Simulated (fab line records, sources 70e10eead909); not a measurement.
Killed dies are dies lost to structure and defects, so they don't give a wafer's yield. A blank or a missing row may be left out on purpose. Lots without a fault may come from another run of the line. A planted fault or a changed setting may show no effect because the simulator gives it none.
Which tool did it? | flow nand_harc | 11 lots, 33 wafers sampled, at 5 steps of a route of 1302

WHAT THE GAUGES READ, wafer by wafer
NHARC_END_SORT_01. Usual: killed_at_array 55, standard deviation 19; killed_at_other 0.9, standard deviation 1.4; killed_at_periphery 3.8, standard deviation 2.9; killed_dies 60, standard deviation 19; killed_open 3.3, standard deviation 1.8; killed_short 2.6, standard deviation 1.6.
lot  | measured     | on        | killed_at_array | killed_at_other | killed_at_periphery | killed_dies | killed_open | killed_short | flag
L649 | day 25 03:56 | prober-01 | 28 20 20        | 0 0 1           | 2 3 1               | 30 23 22    | 3 4 3       | 6 4 2        |
L650 | day 24 18:49 | prober-02 | 72 76 86        | 2 0 0           | 5 2 5               | 79 78 91    | 1 7 0       | 0 1 5        |
L653 | day 26 10:22 | prober-01 | 43 46 43        | 0 1 0           | 7 9 7               | 50 56 50    | 3 2 1       | 2 8 1        |
L652 | day 26 01:07 | prober-02 | 49 46 59        | 1 1 1           | 4 4 3               | 54 51 63    | 3 3 2       | 2 2 6        |
L655 | day 26 23:56 | prober-01 | 42 53 41        | 2 0 0           | 3 4 2               | 47 57 43    | 2 3 6       | 2 4 4        |
L659 | day 29 17:01 | prober-01 | 659 619 593     | 0 0 0           | 1 5 3               | 660 624 596 | 2 2 8       | 3 2 0        | OFF
L660 | day 29 16:59 | prober-02 | 627 636 641     | 3 1 1           | 5 5 4               | 635 642 646 | 7 4 3       | 1 1 1        | OFF
L667 | day 31 15:01 | prober-01 | 69 80 76        | 0 2 0           | 0 1 1               | 69 83 77    | 1 4 3       | 0 2 1        |
L670 | day 32 21:05 | prober-02 | 66 62 61        | 0 0 0           | 3 2 3               | 69 64 64    | 5 2 4       | 4 3 5        |
L671 | day 33 07:47 | prober-01 | 65 61 70        | 7 8 2           | 7 2 1               | 79 71 73    | 5 1 3       | 3 1 2        | OFF
L672 | day 34 20:26 | prober-02 | 20 40 22        | 2 0 1           | 0 2 1               | 22 42 24    | 1 4 1       | 3 5 2        |

WHICH TOOL RAN EACH LOT (tool, then ch and the chambers of the sampled wafers, then the start)
lot  | NHARC_A_CHANNEL_HOLE_D1_ETCH_25  | NHARC_A_CHANNEL_HOLE_D1_ETCH_26  | NHARC_A_CHANNEL_FILL_D1_ETCHBACK_20 | NHARC_A_CHANNEL_FILL_D1_STRIP_28
L649 | har_etch-01 ch 1, day 9 06:04    | har_etch-01 ch 1, day 9 06:49    | rie_diel-13 ch 1,3, day 10 10:08    | rie_diel-13 ch 0,2,3, day 10 10:14
L650 | har_etch-02 ch 0, day 9 08:14    | har_etch-02 ch 0, day 9 09:32    | rie_diel-02 ch 0,2,3, day 10 10:10  | rie_diel-02 ch 0,1, day 10 10:28
L653 | har_etch-01 ch 0,1, day 10 04:22 | har_etch-01 ch 0,1, day 10 05:02 | rie_diel-02 ch 0,3, day 11 07:19    | rie_diel-02 ch 0,2,3, day 11 07:25
L652 | har_etch-02 ch 0, day 10 09:23   | har_etch-02 ch 0, day 10 10:09   | rie_diel-02 ch 0,1,3, day 11 15:44  | rie_diel-02 ch 0,1, day 11 15:49
L655 | har_etch-01 ch 0,1, day 11 08:05 | har_etch-01 ch 0,1, day 11 08:59 | rie_diel-02 ch 0,1, day 12 11:10    | rie_diel-02 ch 0,1, day 12 11:16
L659 | har_etch-01 ch 0,1, day 13 02:17 | har_etch-01 ch 0,1, day 13 02:56 | rie_diel-02 ch 0,1,2, day 14 07:21  | rie_diel-02 ch 0,1,3, day 14 07:25
L660 | har_etch-02 ch 0,1, day 13 07:06 | har_etch-02 ch 0,1, day 13 07:45 | rie_diel-02 ch 0,2,3, day 14 11:05  | rie_diel-02 ch 0,3, day 14 11:10
L667 | har_etch-02 ch 0,1, day 16 02:25 | har_etch-02 ch 0,1, day 16 03:19 | rie_diel-13 ch 2,3, day 17 10:07    | rie_diel-13 ch 1,2,3, day 17 10:13
L670 | har_etch-01 ch 0,1, day 17 09:38 | har_etch-01 ch 0,1, day 17 10:32 | rie_diel-13 ch 0,1,2, day 18 13:10  | rie_diel-13 ch 0,1,2, day 18 13:16
L671 | har_etch-01 ch 0,1, day 17 21:47 | har_etch-01 ch 0,1, day 17 22:40 | rie_diel-13 ch 0,2, day 19 01:00    | rie_diel-13 ch 0,3, day 19 01:07
L672 | har_etch-02 ch 0,1, day 18 11:13 | har_etch-02 ch 0,1, day 18 11:59 | rie_diel-13 ch 1,2, day 19 12:34    | rie_diel-13 ch 0,1, day 19 12:40
- NHARC_A_CHANNEL_HOLE_D1_ETCH_25: etches the open film in C4F8/O2/Ar, time 1040.2 s, target depth 1500 nm.
- NHARC_A_CHANNEL_HOLE_D1_ETCH_26: etches the open film in C4F8/O2/Ar, time 224.1 s, target depth 300 nm.
- NHARC_A_CHANNEL_FILL_D1_ETCHBACK_20: etches the open film in C4F8/O2/Ar, target depth 27 nm, time 13.5 s.
- NHARC_A_CHANNEL_FILL_D1_STRIP_28: strips in O2, time 20 s.

WHAT THE TOOLS THEMSELVES READ (means of the sampled wafers that have a number; where no wafer has one, the mark that the record gives instead)
NHARC_A_CHANNEL_HOLE_D1_ETCH_25. Usual: drypump_motor_current_A 6.1 A, standard deviation 0.52; oes_air_line_au 1.002 a.u., standard deviation 0.019; showerhead_plenum_p_Torr 3.60 Torr, standard deviation 0.12; throttle_valve_pct 32.236 %, standard deviation 0.0094.
lot  | tool        | drypump_motor_current_A (A) | oes_air_line_au (a.u.) | showerhead_plenum_p_Torr (Torr) | throttle_valve_pct (%) | flag
L649 | har_etch-01 | 6.6                         | 0.988                  | 3.73                            | 32.246                 |
L650 | har_etch-02 | 5.3                         | 0.996                  | 3.56                            | 32.242                 |
L653 | har_etch-01 | 6.5                         | 1.009                  | 3.62                            | 32.230                 |
L652 | har_etch-02 | 5.3                         | 0.998                  | 3.55                            | 32.246                 |
L655 | har_etch-01 | 6.5                         | 1.004                  | 3.66                            | 32.231                 |
L659 | har_etch-01 | 6.5                         | 1.012                  | 3.60                            | 32.230                 |
L660 | har_etch-02 | 5.8                         | 0.999                  | 3.52                            | 32.236                 |
L667 | har_etch-02 | 5.8                         | 0.983                  | 3.50                            | 32.238                 |
L670 | har_etch-01 | 6.5                         | 1.012                  | 3.61                            | 32.227                 |
L671 | har_etch-01 | 6.5                         | 1.002                  | 3.56                            | 32.239                 |
L672 | har_etch-02 | 5.8                         | 1.004                  | 3.92                            | 32.239                 |

NHARC_A_CHANNEL_HOLE_D1_ETCH_26. Usual: drypump_motor_current_A 6.1 A, standard deviation 0.52; oes_air_line_au 0.995 a.u., standard deviation 0.019; showerhead_plenum_p_Torr 3.65 Torr, standard deviation 0.13; throttle_valve_pct 24.585 %, standard deviation 0.0091.
lot  | tool        | drypump_motor_current_A (A) | oes_air_line_au (a.u.) | showerhead_plenum_p_Torr (Torr) | throttle_valve_pct (%) | flag
L649 | har_etch-01 | 6.6                         | 0.965                  | 3.78                            | 24.580                 |
L650 | har_etch-02 | 5.3                         | 1.015                  | 3.60                            | 24.586                 |
L653 | har_etch-01 | 6.5                         | 0.996                  | 3.66                            | 24.575                 |
L652 | har_etch-02 | 5.3                         | 1.023                  | 3.59                            | 24.572                 |
L655 | har_etch-01 | 6.5                         | 1.000                  | 3.71                            | 24.583                 |
L659 | har_etch-01 | 6.5                         | 1.005                  | 3.64                            | 24.580                 |
L660 | har_etch-02 | 5.8                         | 1.002                  | 3.56                            | 24.589                 |
L667 | har_etch-02 | 5.8                         | 0.998                  | 3.53                            | 24.578                 |
L670 | har_etch-01 | 6.5                         | 0.997                  | 3.66                            | 24.582                 |
L671 | har_etch-01 | 6.5                         | 0.997                  | 3.60                            | 24.581                 |
L672 | har_etch-02 | 5.8                         | 0.997                  | 3.98                            | 24.585                 |

NHARC_A_CHANNEL_FILL_D1_ETCHBACK_20. Usual: oes_product_au 0.96 a.u., standard deviation 0.038; rf_vpp_V 976 V, standard deviation 4.7; run_length_s 34.8 s, standard deviation 0.42.
lot  | tool        | oes_product_au (a.u.) | rf_vpp_V (V) | run_length_s (s) | flag
L649 | rie_diel-13 | 0.99                  | 979          | 34.1             |
L650 | rie_diel-02 | 1.00                  | 976          | 34.7             |
L653 | rie_diel-02 | 0.99                  | 977          | 34.8             |
L652 | rie_diel-02 | 1.00                  | 973          | 35.0             |
L655 | rie_diel-02 | 0.93                  | 972          | 34.9             |
L659 | rie_diel-02 | 0.93                  | 973          | 29.8             | OFF
L660 | rie_diel-02 | 0.92                  | 976          | 30.2             | OFF
L667 | rie_diel-13 | 0.98                  | 976          | 34.9             |
L670 | rie_diel-13 | 1.01                  | 976          | 34.8             |
L671 | rie_diel-13 | 0.99                  | 974          | 35.0             |
L672 | rie_diel-13 | 0.92                  | 972          | 34.9             |

NHARC_A_CHANNEL_FILL_D1_STRIP_28. Usual: drypump_motor_current_A 5.9 A, standard deviation 0.38; oes_product_au 0.998 a.u., standard deviation 0.013; rf_vpp_V 57.7 V, standard deviation 0.92; showerhead_plenum_p_Torr 3.47 Torr, standard deviation 0.12; throttle_valve_pct 17.036 %, standard deviation 0.0087.
lot  | tool        | drypump_motor_current_A (A) | oes_product_au (a.u.) | rf_vpp_V (V) | showerhead_plenum_p_Torr (Torr) | throttle_valve_pct (%) | flag
L649 | rie_diel-13 | 5.9                         | 1.002                 | 57.7         | 3.55                            | 17.040                 |
L650 | rie_diel-02 | 6.1                         | 1.008                 | 57.1         | 3.35                            | 17.031                 |
L653 | rie_diel-02 | 5.9                         | 0.998                 | 57.5         | 3.47                            | 17.029                 |
L652 | rie_diel-02 | 6.1                         | 1.008                 | 58.0         | 3.35                            | 17.040                 |
L655 | rie_diel-02 | 6.4                         | 0.998                 | 56.3         | 3.37                            | 17.035                 |
L659 | rie_diel-02 | 6.0                         | 1.004                 | 57.9         | 3.42                            | 17.033                 |
L660 | rie_diel-02 | 6.1                         | 0.995                 | 57.7         | 3.44                            | 17.038                 |
L667 | rie_diel-13 | 5.7                         | 0.993                 | 58.6         | 3.50                            | 17.045                 |
L670 | rie_diel-13 | 6.0                         | 0.994                 | 57.7         | 3.47                            | 17.034                 |
L671 | rie_diel-13 | 5.7                         | 0.979                 | 58.5         | 3.65                            | 17.033                 |
L672 | rie_diel-13 | 5.9                         | 0.986                 | 57.4         | 3.51                            | 17.042                 |

THE ANSWER, worked out from the rows above alone
Rule: a lot is off if the mean of its wafers that have a number lies more than 3 standard deviations from the usual mean. A lot without any number at a reading at which 4 lots or more have one is off too. The other lots that the step has rows for count as sound. The gauges are gone through in route order, then the tools' own readings, and for those a lot's mean is taken as printed above. The first step at which some lot is off is used, and at that step the reading that is off furthest; a lot without a number counts as furthest.
Off: L659, L660, at NHARC_END_SORT_01 (killed_dies).
A tool fits if, at a process step before that reading, it ran every lot that is off, and no sound lot after the first of them. The gauges at NHARC_END_SORT_01 aren't tried: what is off there is off at NHARC_A_CHANNEL_FILL_D1_ETCHBACK_20 too, on other tools, and a gauge's error can't cause that. One fits: rie_diel-02 at NHARC_A_CHANNEL_FILL_D1_ETCHBACK_20 and NHARC_A_CHANNEL_FILL_D1_STRIP_28. At NHARC_A_CHANNEL_FILL_D1_ETCHBACK_20 its last sound lot is L655 (day 12 11:10), its first lot that is off L659 (day 14 07:21): a fault that began between those two fits.
The tool's own readings at NHARC_A_CHANNEL_FILL_D1_ETCHBACK_20 bear it out: on the lots that are off they differ by more than 5 times the standard deviation of the sound lots' means. run_length_s reads 30.0 s there against 34.8 s on the sound lots.

WHAT THE SIMULATOR HAD PUT IN
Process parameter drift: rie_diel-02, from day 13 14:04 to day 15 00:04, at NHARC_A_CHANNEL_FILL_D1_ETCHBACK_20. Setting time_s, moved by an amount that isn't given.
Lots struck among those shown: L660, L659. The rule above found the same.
